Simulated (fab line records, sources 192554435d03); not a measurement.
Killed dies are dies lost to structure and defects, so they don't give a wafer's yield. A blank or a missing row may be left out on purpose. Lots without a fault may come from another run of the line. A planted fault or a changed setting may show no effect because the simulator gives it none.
Chamber matching | flow n5_finfet | N5_BEOL_M9_ILD_DEP_00 on pecvd-01: 3 sister chambers
The step deposits SiCOH lowk from DEMS/porogen, target thk 308.51 nm, time 58 s. 20 wafers are shown with their chamber, then 10 later ones without.

WAFERS WITH THEIR CHAMBER
wafer  | chamber | throttle_valve_pct (%) | heater_power_w (W) | rf_fwd_power_W (W)
L075.3 | 0       | 13.2                   | 356                | 498.0
L075.4 | 1       | 14.9                   | 306                | 499.9
L075.6 | 0       | 12.9                   | 368                | 497.5
L076.1 | 1       | 14.8                   | 271                | 496.4
L076.3 | 0       | 12.9                   | 395                | 498.5
L076.6 | 0       | 13.2                   | 417                | 497.3
L079.3 | 2       | 12.3                   | 253                | 494.2
L079.4 | 2       | 12.4                   | 272                | 493.7
L079.6 | 0       | 13.0                   | 378                | 496.2
L080.1 | 0       | 13.3                   | 393                | 498.0
L080.2 | 1       | 14.7                   | 288                | 500.0
L080.6 | 2       | 12.5                   | 288                | 497.0
L082.2 | 2       | 12.3                   | 303                | 495.5
L082.4 | 2       | 12.3                   | 311                | 496.1
L082.6 | 0       | 13.2                   | 339                | 497.3
L083.2 | 2       | 12.3                   | 240                | 494.0
L083.4 | 1       | 15.0                   | 284                | 497.4
L083.5 | 2       | 12.5                   | 253                | 497.0
L085.3 | 2       | 12.4                   | 270                | 500.3
L085.5 | 0       | 13.2                   | 403                | 497.0

SIGNATURES (means of the wafers above)
reading            | chamber 0 | chamber 1 | chamber 2 | scatter within a chamber
throttle_valve_pct | 13.113    | 14.850    | 12.375    | 0.127
heater_power_w     | 381.12    | 287.25    | 273.75    | 24
rf_fwd_power_W     | 497.475   | 498.425   | 495.975   | 1.66
Rule: a wafer's distance from a chamber is the root of the sum, over the readings, of the square of ((its reading less the chamber's mean) divided by the reading's scatter). The wafer belongs to the nearest chamber; if the next one is less than 2 further off, it can't be placed. The scatter: the root of (the sum of the squares of (reading less its chamber's mean) over the shown wafers, divided by (wafers less chambers)).

WAFERS WITHOUT THEIR CHAMBER
wafer  | throttle_valve_pct (%) | heater_power_w (W) | rf_fwd_power_W (W)
L085.6 | 12.3                   | 283                | 498.2
L087.2 | 14.9                   | 288                | 496.6
L087.4 | 12.7                   | 393                | 497.3
L087.6 | 14.7                   | 297                | 498.8
L088.2 | 12.5                   | 269                | 492.5
L088.3 | 14.7                   | 289                | 493.6
L088.5 | 12.5                   | 276                | 496.2
L094.4 | 14.7                   | 251                | 496.4
L094.5 | 13.3                   | 381                | 497.2
L094.6 | 12.5                   | 298                | 494.6

WHICH CHAMBER EACH WENT THROUGH
wafer  | from the rows above | in truth
L085.6 | 2                   | 2
L087.2 | 1                   | 1
L087.4 | 0                   | 0
L087.6 | 1                   | 1
L088.2 | 2                   | 2
L088.3 | 1                   | 1
L088.5 | 2                   | 2
L094.4 | 1                   | 1
L094.5 | 0                   | 0
L094.6 | 2                   | 2
Placed correctly: 10 of 10. Can't be placed from these rows: 0. Placed wrongly: 0.
